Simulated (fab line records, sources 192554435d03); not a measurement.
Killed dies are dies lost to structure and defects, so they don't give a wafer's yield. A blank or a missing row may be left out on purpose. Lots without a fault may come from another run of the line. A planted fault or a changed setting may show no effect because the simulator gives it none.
A struck lot beside a sound one | flow n5_finfet | 40 steps out of a route of 1938
Sound: wafers L289.1, L289.3, L289.4. Struck: wafer L280.5. (L280.2, L280.6 of the same lot were not struck and are left out.) The cause comes at the end.
At each step with rows: each side's tool, then ch and its chambers, then its first start. Under that, the readings that differ: sound wafers | struck wafers | difference of the means | sigmas: that difference in standard deviations of wafers without a fault.
alike: readings whose means differ by less than 2 such deviations, and words and numbers that are the same on both sides. not compared: withheld readings, readings that some wafer has no value for, bounds like >300 that may hide the same value, and numbers for which the record gives no deviation and whose values overlap.
The two part at a step that has a row with sigmas, a row that says differs or no value, or rows on one side only. Numbers that don't overlap but have no deviation are shown without sigmas and don't part them. A reading that every wafer of one side lacks parts them only if that side has two wafers or more.

first, 9 steps without rows for these wafers: N5_BEOL_M4_ANNEAL_95 (time 240 s); N5_BEOL_M4_SPUTTER_96 (material Cu, target thk 4.5 nm, time 8.29 s); N5_BEOL_M4_ECD_50 (material Cu, target thk 300 nm); N5_BEOL_M4_ANNEAL_51 (time 90 s); N5_BEOL_M4_CMP_52 (polishes, stops on SiOC, t overpolish 6.8 s, target thk 40 nm); N5_BEOL_M4_PRE_CLEAN_60 (time 15 s); N5_BEOL_M4_CO_CAP_55 (material Co, precursor CCTBA/H2, target thk 2 nm, time 102.1 s); N5_BEOL_M4_PRE_CLEAN_56 (time 15 s); N5_BEOL_M4_DEP_57 (deposits SiCN from 3MS/NH3, target thk 8 nm, time 14 s).
N5_BEOL_M4_RC_MEAS_101:
  sound on prober-01 ch 0, day 13 13:19; struck on prober-01 ch 0, day 11 02:07
  reading   | sound                | struck | difference | sigmas
  VT_P (mV) | -250.6 -252.7 -253.8 | -247.3 | +5.1       | +2
  alike: DIBL_N, DIBL_P, IOFF_N, IOFF_P, ION_N, ION_P, SS_N, SS_P, VT_N
then, 24 steps without rows for these wafers: N5_BEOL_M5_ILD_DEP_00 (deposits SiCOH lowk from DEMS/porogen, target thk 140.64 nm, time 25.9 s); N5_BEOL_M5_CURE_79 (cures SiCOH lowk, time 240 s); N5_BEOL_M5_PECVD_70 (deposits SiO2 from TEOS/O2, target thk 16 nm, time 18 s); N5_BEOL_M5_HM_DEP_02 (deposits TiN, target thk 20 nm); N5_BEOL_M5_COAT_59 (time 60 s, resist thk 60 nm); N5_BEOL_M5_COAT_60 (time 60 s, resist thk 12 nm); N5_BEOL_M5_COAT_71 (time 60 s, resist thk 5 nm); N5_BEOL_M5_COAT_05 (resist thk 30 nm); N5_BEOL_M5_EBR_07; N5_BEOL_M5_SOFTBAKE_06 (time 60 s); N5_BEOL_M5_EXPOSE_08 (exposes mask M5, target cd 28 nm); N5_BEOL_M5_PEB_09 (peb time 60 s); N5_BEOL_M5_DEVELOP_10 (develop time 30 s); N5_BEOL_M5_DESCUM_16 (chemistry O2, time 7 s); N5_BEOL_M5_ETCH_72 (etches underlayer in N2/H2, target depth 6.5 nm, time 5.2 s); N5_BEOL_M5_ETCH_61 (etches SiARC in CF4, target depth 15.6 nm, time 26 s); N5_BEOL_M5_ETCH_62 (etches SOC in N2/H2, target depth 75 nm, overetch 15 nm, time 112.5 s); N5_BEOL_M5_STRIP_63 (strips in N2/H2); N5_BEOL_M5_STRIP_73 (strips in N2/H2); N5_BEOL_M5_STRIP_64 (strips in CF4); N5_BEOL_M5_HM_OPEN_17 (chemistry Cl2/BCl3, target TiN, target depth 20 nm, overetch 6 nm); N5_BEOL_M5_STRIP_19 (strips in O2); N5_BEOL_M5_COAT_65 (time 60 s, resist thk 60 nm); N5_BEOL_M5_COAT_66 (time 60 s, resist thk 12 nm).
N5_BEOL_M7_ETCH_62: etches SOC in N2/H2, target depth 110 nm, overetch 22 nm, time 165 s.
  sound on rie_diel-06 ch 1,2,3, day 14 12:22; struck on rie_diel-04 ch 0, day 12 05:48
  reading                                    | sound             | struck | difference | sigmas
  showerhead_plenum_p_Torr (Torr)            | 2.40 2.50 2.58    | 2.70   | +0.21      | +2
  throttle_valve_pct (%)                     | 18.28 17.92 17.92 | 17.60  | -0.44      | -2
  model.etch.depth_nm (nm)                   | 99.3 99.43 99.83  | 90.56  | -8.96      |
  model.SiARC_of_BEOL_M7_COAT_60.thk_nm (nm) | 28.6 28.4 28.2    | 30.4   | +2.0       |
  model.BEOL_M7.cd_offset_nm (nm)            | -0.8 -0.4 -0.8    | -1.6   | -0.9       |
  alike: drypump_motor_current_A, oes_product_au, rf_vpp_V
  not compared: rf_hours_counter_h
N5_BEOL_M7_HM_OPEN_17: chemistry Cl2/BCl3, target TiN, target depth 20 nm, overetch 6 nm.
  sound on rie_metal-02 ch 0,1, day 14 12:34; struck on rie_metal-03 ch 0, day 12 06:00
  reading                         | sound             | struck | difference | sigmas
  oes_product_au (a.u.)           | 0.75 0.81 0.77    | 0.46   | -0.32      | -3
  throttle_valve_pct (%)          | 21.94 21.85 21.94 | 22.70  | +0.79      | +3
  model.BEOL_M7.cd_offset_nm (nm) | -0.8 -0.4 -0.8    | -1.6   | -0.9       |
  alike: drypump_motor_current_A
  not compared: rf_hours_counter_h
N5_BEOL_M7_CD_MEAS_18: pitch 80 nm, target cd 40 nm.
  sound on cd_sem-01, day 14 12:48; struck on cd_sem-02, day 12 06:11
  not compared: cd_nm
N5_BEOL_M7_VIA_ETCH_34: etches SiCOH lowk in C4F6/O2, target depth 125.5 nm, time 50.5 s.
  sound on rie_diel-04 ch 1,2,3, day 14 16:40; struck on rie_diel-06 ch 3, day 12 10:01
  reading               | sound          | struck | difference | sigmas
  oes_product_au (a.u.) | 0.74 0.85 0.75 | 0.26   | -0.52      | -7
  alike: C4F6_flow_sccm, O2_flow_sccm, drypump_motor_current_A, rf_vpp_V, showerhead_plenum_p_Torr, throttle_valve_pct
  not compared: rf_hours_counter_h
N5_BEOL_M7_OCD_MEAS_38:
  sound on ocd-02, day 14 16:55; struck on ocd-02, day 12 10:16
  reading              | sound          | struck | difference | sigmas
  trench_depth_nm (nm) | 94.4 93.9 93.2 | 0.2    | -93.6      | -67
-- the record jumps here: 3 days lie between the struck wafers' starts before and after (it left off in module BEOL_M7 and takes up again in module PASSIVATION, whose first step shown is number 1936 of the route) --
N5_PASSIVATION_PROBE_49:
  the record has rows for the struck wafers here (prober-01, day 15 21:50) and none for the sound ones

WHERE THEY PART
First at N5_BEOL_M4_RC_MEAS_101; last, within this record, at N5_PASSIVATION_PROBE_49.

WHY: what the simulator had put in
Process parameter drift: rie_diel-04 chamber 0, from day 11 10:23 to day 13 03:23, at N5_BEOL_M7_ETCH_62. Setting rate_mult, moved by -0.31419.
